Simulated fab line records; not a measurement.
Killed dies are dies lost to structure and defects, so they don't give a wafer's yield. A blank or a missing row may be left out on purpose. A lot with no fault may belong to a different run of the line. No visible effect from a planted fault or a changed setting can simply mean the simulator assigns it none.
Matching of chambers | flow n5 finfet | N5_MOL_CONTACT_COAG_ETCH_65 on rie diel-05: 4 sister chambers
The step etches underlayer in N2/H2, target depth 13 nm, time 10.4 s. 7 wafers are shown with their chamber, then 7 later ones without.

EACH WAFER AND ITS CHAMBER
wafer  | chamber | throttle valve pct (%) | oes product au (a.u.)
L079.3 | 0       | 18.11                  | 0.69
L083.5 | 3       | 17.86                  | 0.68
L084.1 | 2       | 17.70                  | 0.74
L084.3 | 1       | 17.82                  | 0.64
L084.5 | 2       | 17.69                  | 0.73
L088.1 | 0       | 18.16                  | 0.69
L088.2 | 1       | 17.82                  | 0.63

WAFERS WITH NO CHAMBER GIVEN
wafer  | throttle valve pct (%) | oes product au (a.u.)
L088.4 | 17.90                  | 0.66
L095.1 | 17.84                  | 0.62
L095.3 | 18.18                  | 0.68
L095.6 | 17.88                  | 0.62
L097.1 | 17.90                  | 0.65
L097.4 | 18.21                  | 0.66
L097.6 | 17.91                  | 0.66

EACH ONE'S CHAMBER
wafer  | from the rows above     | in truth
L088.4 | can't be placed: 3 or 1 | 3
L095.1 | 1                       | 1
L095.3 | 0                       | 0
L095.6 | 1                       | 1
L097.1 | can't be placed: 1 or 3 | 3
L097.4 | 0                       | 0
L097.6 | can't be placed: 3 or 1 | 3
Placed correctly: 4 of 7. These rows do not allow placing 3 (true chamber among the candidates in 3). Placed wrongly: 0.
How it was worked out, from the rows above alone: a wafer's distance from a chamber is the root of the sum, over the readings, of the square of ((its reading less the chamber's mean) divided by the reading's scatter). If the next closest chamber is less than 2 further off than the closest, the wafer can't be placed; otherwise it belongs to the closest. The mean given for a chamber averages the wafers shown for that chamber. The scatter: take each reading less its chamber's mean, square it, sum over the shown wafers, divide by the number of wafers less the number of chambers, and take the root.
